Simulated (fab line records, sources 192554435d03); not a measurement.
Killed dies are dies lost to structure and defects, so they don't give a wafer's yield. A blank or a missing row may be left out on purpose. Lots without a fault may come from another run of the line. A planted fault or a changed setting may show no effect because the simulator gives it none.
fab line records | flow n5_finfet
record lots=12 wafers=33 last_day=19
route steps=1938 shown BEOL_M14@1733
lots that met no fault: from a run of the same line without faults
start_h: hours from the record's first day to the start of the lot's first wafer shown | wait_h: hours since the lot's step before | " the same as in the row above | L1.1+2: a row that stands for several wafers | - no value, or no start given | * or withheld: withheld | < > ~ a bound
route shown NAME@n: a module of which the file shows steps, and the number in the route of the first | usual: mean/standard deviation of fault-free wafers | same: alike in all rows | chamber/n: place in a boat | sites: the reading at each site | _std_site: their standard deviation | _edge_site: outer sites' mean less inner sites' | radius_mm: how far each site lies from the wafer's centre | mask NAME#n: copy n | behind: the tool/chamber that last shaped the wafer | hold: why the lot was held/for how many hours/how that ended | device: the transistor (n, p or np) that didn't switch | end of line: the same wafers' tests at the end of the route | a step without rows: its recipe alone | killed: dies lost to structure and defects at the first sort, not the wafer's yield | map: a wafer's dies, x killed, . not, _ none there
set.NAME: the setting as run; set.NAME@STEP: as run at that earlier step | model.NAME: the simulator's own value behind a step, which no gauge read
steps of the route over a sample of lots; a table a step, a row a wafer
services: from which hour (start_h, from the record's first day; less than 0 if before it) a tool's chamber was out of use, for how many hours, and why
## steps
# step N5_BEOL_M14_STRIP_64
# recipe chemistry=O2 power_w=600 temp_c=60 pressure_mtorr=30 rf_frequency_hz=6e+07 bias_power_w=0 overash_fraction=0.3 o2_flow_sccm=225
# usual chamber_pressure_mTorr=29.999/0.028 drypump_motor_current_A=5.6/0.49 oes_product_au=0.80/0.081 rf_vpp_V=3.7/0.48 showerhead_plenum_p_Torr=2.10/0.081 throttle_valve_pct=16.67/0.24
# columns lot.wafer tool chamber start_h wait_h chamber_pressure_mTorr drypump_motor_current_A oes_product_au rf_hours_counter_h rf_vpp_V showerhead_plenum_p_Torr throttle_valve_pct
L856.2 rie_diel-06 0 - - 30.022 5.8 0.88 60 3.2 2.21 16.63
L856.5 " 1 " " 30.012 5.8 0.74 - 4.3 2.01 16.78
L856.6 " 2 " " 29.965 5.0 0.96 - 3.4 2.07 16.10
L854.2 rie_diel-04 0 - - 29.997 4.8 0.80 108 3.5 2.10 16.43
L854.3 " 2 " " 29.992 5.8 0.77 113 3.3 2.12 16.81
L854.6 " 1 " " 30.013 5.9 0.71 - 2.6 2.15 16.46
L857.1 rie_diel-05 2 - - 29.971 5.2 0.89 45 4.2 2.21 16.26
L857.5 " 0 " " 30.034 6.5 0.72 - 3.3 1.99 16.71
L857.6 " 3 " " 30.023 5.5 0.95 - 3.8 2.15 16.61
L861.2 rie_diel-06 2 - - 29.959 4.9 0.93 22 4.2 2.07 16.15
L861.4 " 3 " " 29.924 6.0 0.74 163 3.9 2.20 16.94
L861.5 " 1 " " 30.008 5.8 0.73 - 3.4 2.00 16.81
L860.3 rie_diel-04 3 - - 29.943 5.8 0.73 198 4.4 1.99 16.94
L860.4 " 2 " " 29.965 5.8 0.76 124 3.1 2.11 16.83
L860.5 " 3 " " 29.984 5.7 0.73 - 3.6 1.99 16.91
L864.2 rie_diel-06 2 - - 29.977 5.0 0.93 27 4.3 2.07 16.14
L864.4 " 1 " " 30.042 5.8 0.74 185 3.4 2.00 16.81
L864.6 " 1 " " 30.042 5.8 0.74 - 3.9 2.00 16.81
L869.1 rie_diel-06 2 - - 30.002 4.9 0.90 40 4.0 2.06 16.18
L869.2 " 1 " " 29.994 5.8 0.72 198 4.1 2.00 16.83
L869.3 " 3 " " 29.999 6.0 0.73 180 3.5 2.20 16.99
L873.1 rie_diel-05 0 - - 29.978 6.5 0.68 245 4.2 1.97 16.77
L873.5 " 0 " " 29.958 6.5 0.69 - 4.1 1.97 16.79
L872.4 rie_diel-05 0 - - 30.016 6.5 0.69 - 3.7 1.97 16.77
L872.5 " 1 " " 29.949 5.2 0.84 - 2.6 2.14 16.84
L872.6 " 2 " " 29.992 5.2 0.84 - 3.8 2.20 16.34
L875.2 rie_diel-05 3 - - 30.012 5.6 0.84 49 3.2 2.13 16.70
L875.3 " 1 " " 29.985 5.1 0.83 83 3.4 2.13 16.86
L875.4 " 1 " " 30.012 5.1 0.82 - 4.1 2.13 16.86
L876.1 rie_diel-04 0 - - 30.017 4.8 0.73 168 3.8 2.08 16.56
L876.3 " 2 " " 29.959 5.8 0.72 172 4.5 2.10 16.92
L877.2 rie_diel-04 3 - - 30.008 5.7 0.69 247 4.0 1.97 17.00
L877.3 " 0 " " 29.995 4.8 0.74 168 2.5 2.08 16.56
# step N5_BEOL_M14_COAT_66
# recipe resist=SiARC temp_c=220 time_s=60 spin_rpm=1500 resist_thk_nm=110
# usual spin_speed_rpm=1500.1/0.93
# columns lot.wafer tool chamber start_h wait_h spin_speed_rpm
L856.2 litho_track-02 0 260.83 - 1500.5
L856.5 " 0 " " 1501.0
L856.6 " 0 " " 1501.4
L854.2 litho_track-05 0 262.63 - 1501.5
L854.3 " 0 " " 1499.8
L854.6 " 0 " " 1500.2
L857.1 litho_track-05 0 276.41 - 1500.2
L857.5 " 0 " " 1502.1
L857.6 " 0 " " 1501.2
L861.2 litho_track-02 0 295.64 - 1499.8
L861.4 " 0 " " 1501.1
L861.5 " 0 " " 1500.6
L860.3 litho_track-02 0 296.40 - 1500.4
L860.4 " 0 " " 1500.0
L860.5 " 0 " " 1500.8
L864.2 litho_track-02 0 312.64 - 1369.5
L864.4 " 0 " " 1370.6
L864.6 " 0 " " 1369.0
L869.1 litho_track-02 0 345.10 - 1372.4
L869.2 " 0 " " 1371.7
L869.3 " 0 " " 1370.4
L873.1 litho_track-03 0 392.21 - 1500.3
L873.5 " 0 " " 1500.5
L872.4 litho_track-05 0 392.97 - 1500.0
L872.5 " 0 " " 1501.9
L872.6 " 0 " " 1500.0
L875.2 litho_track-03 0 416.05 - 1500.5
L875.3 " 0 " " 1500.8
L875.4 " 0 " " 1499.3
L876.1 litho_track-03 0 421.54 - 1499.5
L876.3 " 0 " " 1498.6
L877.2 litho_track-03 0 421.99 - 1500.4
L877.3 " 0 " " 1499.2
# step N5_BEOL_M14_OVL_MEAS_29
# recipe points_per_wafer=44
# usual M14_OVL=0/5.5
# columns lot.wafer tool chamber start_h wait_h M14_OVL[nm]
L856.2 overlay-01 0 261.28 0.0 -2
L856.5 " 0 " " -8
L856.6 " 0 " " -2
L854.2 overlay-01 0 262.95 0.0 -1
L854.3 " 0 " " 1
L854.6 " 0 " " 2
L857.1 overlay-02 0 276.85 0.0 -4
L857.5 " 0 " " -11
L857.6 " 0 " " 1
L861.2 overlay-02 0 296.08 0.0 -4
L861.4 " 0 " " -5
L861.5 " 0 " " 2
L860.3 overlay-01 0 296.85 0.0 -2
L860.4 " 0 " " -9
L860.5 " 0 " " 4
L864.2 overlay-01 0 312.95 0.0 -2
L864.4 " 0 " " -6
L864.6 " 0 " " -2
L869.1 overlay-01 0 345.42 0.0 6
L869.2 " 0 " " 8
L869.3 " 0 " " 3
L873.1 overlay-01 0 392.66 0.0 -2
L873.5 " 0 " " 3
L872.4 overlay-01 0 393.41 0.0 -7
L872.5 " 0 " " -1
L872.6 " 0 " " 3
L875.2 overlay-02 0 416.49 0.0 0
L875.3 " 0 " " -8
L875.4 " 0 " " -1
L876.1 overlay-02 0 421.98 0.0 5
L876.3 " 0 " " -4
L877.2 overlay-02 0 422.31 0.0 1
L877.3 " 0 " " -8
# step N5_BEOL_M14_INSPECT_30
# recipe mode=adi inspect_instrument=macro
# usual raw_defect_count=1.9/1.4
# columns lot.wafer tool chamber start_h wait_h raw_defect_count
L856.2 defect_inspect-02 - 261.30 0.0 2
L856.5 " - " " 3
L856.6 " - " " 3
L854.2 defect_inspect-02 - 262.97 0.0 3
L854.3 " - " " 2
L854.6 " - " " 4
L857.1 defect_inspect-02 - 276.88 0.0 1
L857.5 " - " " 0
L857.6 " - " " 4
L861.2 defect_inspect-01 - 296.10 0.0 2
L861.4 " - " " 4
L861.5 " - " " 1
L860.3 defect_inspect-02 - 296.87 0.0 4
L860.4 " - " " 0
L860.5 " - " " 2
L864.2 defect_inspect-01 - 312.98 0.0 3
L864.4 " - " " 2
L864.6 " - " " 3
L869.1 defect_inspect-01 - 345.44 0.0 0
L869.2 " - " " 2
L869.3 " - " " 3
L873.1 defect_inspect-02 - 392.68 0.0 2
L873.5 " - " " 3
L872.4 defect_inspect-01 - 393.43 0.0 2
L872.5 " - " " 2
L872.6 " - " " 2
L875.2 defect_inspect-01 - 416.51 0.0 4
L875.3 " - " " 3
L875.4 " - " " 0
L876.1 defect_inspect-01 - 422.01 0.0 1
L876.3 " - " " 4
L877.2 defect_inspect-01 - 422.33 0.0 3
L877.3 " - " " 3
## services
# columns tool chamber start_h hours kind
rie_diel-05 3 240.19 - clean
rie_diel-05 3 240.19 - consumable_replace:focus_ring
rie_diel-05 3 240.19 20.8 scheduled_down
rie_diel-05 3 240.19 20.8 vent_cycle
rie_diel-04 - 246.59 4.3 pm
rie_diel-04 3 270.27 1.4 repair
litho_track-05 - 275.59 - consumable_replace:filter
rie_diel-05 1 276.52 6.8 repair
rie_diel-05 2 314.84 9.9 repair
rie_diel-04 - 349.59 0.2 repair
rie_diel-04 1 363.68 6.5 repair
rie_diel-05 3 386.33 11.0 repair
rie_diel-06 3 389.38 10.4 repair
rie_diel-04 1 404.29 - clean
rie_diel-04 1 404.29 - consumable_replace:focus_ring
rie_diel-04 1 404.29 22.2 scheduled_down
rie_diel-04 1 404.29 22.2 vent_cycle
rie_diel-05 0 407.05 - clean
rie_diel-05 0 407.05 - consumable_replace:esc
rie_diel-05 0 407.05 - consumable_replace:focus_ring
rie_diel-05 0 407.05 27.8 scheduled_down
rie_diel-05 0 407.05 27.8 vent_cycle
## key
first_sign step=N5_BEOL_M14_COAT_66 reading=spin_speed_rpm direction=down sigmas=99+ usual=* struck=*
effect none on later readings
met_at N5_BEOL_M14_COAT_66
struck_lots L864,L869
not_acting_at N5_BEOL_M14_STRIP_64,N5_BEOL_M14_OVL_MEAS_29,N5_BEOL_M14_INSPECT_30
onset_between 296.40 312.64
fault kind=process_parameter_drift tool=litho_track-02 chamber=- onset_h=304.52 steps=N5_BEOL_M14_COAT_66 channel=spin_rpm offset=* shape=step end_h=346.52 acts_in=* stated=*
